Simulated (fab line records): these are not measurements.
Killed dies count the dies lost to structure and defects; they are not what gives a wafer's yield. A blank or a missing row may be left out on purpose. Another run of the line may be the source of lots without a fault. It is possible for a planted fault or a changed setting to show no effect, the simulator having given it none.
One fault through the eyes of 2 desks | flow n5 finfet | numbers are kept per desk, each desk with only its own; the story behind them comes last

AT THE METROLOGY DESK
What the gauges read for every lot (on any tool): the sampled wafers with a number, averaged. If a lot's mean is further than 4 standard deviations from the usual mean, the lot is out of limits and carries the mark OUT (the distance appears in the brackets). Of its 14 readings 7 are shown: the one that was out of limits first, and those that lie furthest out on some lot.
Columns: A = DIBL_N at N5_BEOL_M4_RC_MEAS_101, usual 37.7 mV/V; B = ION_P at N5_BEOL_M4_RC_MEAS_101, usual 463 uA/um; C = SS_P at N5_BEOL_M4_RC_MEAS_101, usual 73.6 mV/dec; D = VT_P at N5_BEOL_M4_RC_MEAS_101, usual -249 mV; E = cd nm at N5_BEOL_M7_CD_MEAS_11, usual 38.8 nm; F = cd nm at N5_BEOL_M7_CD_MEAS_18, usual 40.4 nm; G = cd nm at N5_BEOL_M7_CD_MEAS_35, usual 40.4 nm
lot  | first seen here | A    | B   | C    | D    | E               | F               | G
L659 | day 12 01:04    | 40.5 | 476 | 74.0 | -249 | 39.0            | 40.8            | 41.0
L657 | day 12 07:17    | 38.4 | 465 | 73.2 | -243 | 39.0            | 40.3            | 40.1
L661 | day 12 14:16    | 38.3 | 450 | 73.4 | -253 | 38.8            | 40.5            | 40.4
L663 | day 13 17:27    | 37.8 | 469 | 74.7 | -249 | 45.8 (+11) OUT  | 47.1 (+8.8) OUT | 46.7 (+8.0) OUT
L666 | day 13 21:57    | 38.9 | 459 | 73.9 | -248 | 44.6 (+9.1) OUT | 46.3 (+7.8) OUT | 46.0 (+7.1) OUT
L672 | day 15 08:53    | 38.7 | 472 | 73.9 | -247 | 38.0            | 39.8            | 39.8
L674 | day 15 12:55    | 37.7 | 461 | 74.0 | -248 | 37.9            | 39.5            | 39.3
L671 | day 15 14:21    | 38.0 | 470 | 73.7 | -246 | 38.1            | 39.4            | 39.5
L675 | day 16 00:22    | 38.2 | 461 | 73.7 | -250 | 39.6            | 41.4            | 41.4
L680 | day 17 18:26    | 35.6 | 466 | 73.5 | -247 | 39.0            | 40.9            | 40.6
This desk's finding: out of limits on L663, L666; first on L663, day 14 18:40 (cd nm at N5_BEOL_M7_CD_MEAS_11). In limits: L659, L657, L661, L672, L674, L671, L675, L680.

TOOL OWNER'S DESK, arfi scanner-02
The tool's own readings at N5_BEOL_M7_EXPOSE_08 (exposes mask M7): means of the sampled wafers that have a number, for each lot that ran on this tool. If a lot's mean is further than 4 standard deviations from the usual mean, the lot is out of limits and carries the mark OUT (the distance appears in the brackets).
Columns: A = exposure dose mJ cm2 at N5_BEOL_M7_EXPOSE_08, usual 68.19
lot  | first seen here | A
L659 | day 13 07:30    | 68.22
L661 | day 13 16:46    | 68.19
L663 | day 14 18:33    | 78.13 (+99 or more) OUT
L666 | day 14 21:25    | 76.15 (+99 or more) OUT
This desk's finding: out of limits on L663, L666; first on L663, day 14 18:33 (exposure dose mJ cm2 at N5_BEOL_M7_EXPOSE_08). In limits: L659, L661.

TAKEN TOGETHER
At day 14 18:33, on L663, L666, the tool owner's desk was in a position to raise an alarm.
An alarm was possible from the metrology desk at day 14 18:40, on L663, L666.
Of the lots named, all ran N5_BEOL_M7_EXPOSE_08 on arfi scanner-02.

WHAT HAD BEEN PUT IN BY THE SIMULATOR
Drift in process parameters on arfi scanner-02 at N5_BEOL_M7_EXPOSE_08, starting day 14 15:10. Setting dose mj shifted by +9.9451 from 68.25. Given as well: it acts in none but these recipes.
Shown lots that were struck: L663, L666.
Fault start to first reading out of limits, in hours, per desk: tool owner, 3; metrology, 4.
